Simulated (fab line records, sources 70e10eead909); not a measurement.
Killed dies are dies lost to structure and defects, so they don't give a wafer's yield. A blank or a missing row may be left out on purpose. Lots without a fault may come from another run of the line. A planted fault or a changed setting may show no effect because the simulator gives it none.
A struck lot beside a sound one | flow nand_harc | 15 steps out of a route of 1302
Sound: wafers L799.3, L799.5, L799.6. Struck: wafers L800.1, L800.4, L800.6. The cause comes at the end.
At each step with rows: each side's tool, then ch and its chambers, then its first start. Under that, the readings that differ: sound wafers | struck wafers | difference of the means | sigmas: that difference in standard deviations of wafers without a fault.
alike: readings whose means differ by less than 2 such deviations, and words and numbers that are the same on both sides. not compared: withheld readings, readings that some wafer has no value for, bounds like >300 that may hide the same value, and numbers for which the record gives no deviation and whose values overlap.
The two part at a step that has a row with sigmas, a row that says differs or no value, or rows on one side only. Numbers that don't overlap but have no deviation are shown without sigmas and don't part them. A reading that every wafer of one side lacks parts them only if that side has two wafers or more.

first, 6 steps without rows for these wafers: NHARC_A_SGD_CUT_COAT_03 (resist thk 90 nm); NHARC_A_SGD_CUT_SOFTBAKE_04 (time 55 s); NHARC_A_SGD_CUT_EBR_05; NHARC_A_SGD_CUT_EXPOSE_06 (exposes mask SGD); NHARC_A_SGD_CUT_PEB_07 (peb time 65 s); NHARC_A_SGD_CUT_DEVELOP_08 (develop time 35 s).
NHARC_A_SGD_CUT_CD_MEAS_09: target cd 100 nm.
  sound on cd_sem-01 ch 0, day 20 20:25; struck on cd_sem-03 ch 0, day 21 07:53
  alike: cd_nm
NHARC_A_SGD_CUT_OVL_MEAS_10:
  sound on overlay-02, day 20 20:31; struck on overlay-02, day 21 07:58
  reading           | sound          | struck      | difference | sigmas
  overlay_y_nm (nm) | -0.7 -1.3 -0.7 | 1.4 1.2 1.0 | +2.1       | +3
  alike: overlay_x_nm
NHARC_A_SGD_CUT_INSPECT_11:
  sound on defect_inspect-01, day 20 20:32; struck on defect_inspect-02, day 21 08:01
  alike: raw_defect_count
NHARC_A_SGD_CUT_DESCUM_14: chemistry O2, time 3 s.
  sound on rie_diel-09 ch 1,2, day 20 20:37; struck on rie_diel-11 ch 0,1,3, day 21 08:04
  alike: drypump_motor_current_A, oes_product_au, rf_vpp_V, showerhead_plenum_p_Torr, throttle_valve_pct
  not compared: rf_hours_counter_h
NHARC_A_SGD_CUT_ETCH_58: etches the open film in CF4, target depth 39 nm, time 65 s.
  sound on rie_diel-09 ch 0,1,3, day 20 20:42; struck on rie_diel-11 ch 0,1, day 21 08:09
  reading                     | sound       | struck      | difference | sigmas
  drypump_motor_current_A (A) | 5.7 5.5 4.9 | 5.4 6.7 6.7 | +0.9       | +2
  alike: bias_w, cf4_flow_sccm, oes_product_au, rf_vpp_V, showerhead_plenum_p_Torr, throttle_valve_pct
  not compared: rf_hours_counter_h
NHARC_A_SGD_CUT_ETCH_59: etches the open film in N2/H2, target depth 260 nm, time 406.25 s.
  sound on rie_diel-09 ch 0,2,3; struck on rie_diel-11 ch 1,3
  reading                     | sound       | struck      | difference | sigmas
  drypump_motor_current_A (A) | 5.4 4.9 5.5 | 5.4 6.7 6.7 | +1.0       | +2
  alike: bias_w, chamber_pressure_mTorr, oes_product_au, rf_vpp_V, showerhead_plenum_p_Torr, throttle_valve_pct
  not compared: rf_hours_counter_h
NHARC_A_SGD_CUT_ETCH_15: etches the open film in CH3F/O2, target depth 75 nm, time 64.3 s.
  sound on rie_diel-09 ch 1,2, day 20 21:05; struck on rie_diel-11 ch 1,2, day 21 08:33
  no value came back on the struck wafers for any of 7 readings (bias_w (W), ch3f_flow_sccm (sccm) and others); on the sound wafers bias_w (W) reads 100.3 99.9 99.2
  not compared: rf_hours_counter_h
NHARC_A_SGD_CUT_ETCH_16: etches the open film in C4F8/O2/Ar, target depth 310.5 nm, time 155.2 s.
  sound on rie_diel-09 ch 0,3; struck on rie_diel-11 ch 0,1,2
  alike: bias_w, chamber_pressure_mTorr, oes_product_au, rf_vpp_V
  not compared: rf_hours_counter_h
-- the record jumps here: 5 days lie between the struck wafers' starts before and after (it left off in module A_SGD_CUT and takes up again in module END, whose first step shown is number 1302 of the route) --
NHARC_END_SORT_01:
  the record has rows for the struck wafers here (prober-02 ch 0, day 26 19:29) and none for the sound ones

WHERE THEY PART
First at NHARC_A_SGD_CUT_OVL_MEAS_10; last, within this record, at NHARC_END_SORT_01.

WHY: what the simulator had put in
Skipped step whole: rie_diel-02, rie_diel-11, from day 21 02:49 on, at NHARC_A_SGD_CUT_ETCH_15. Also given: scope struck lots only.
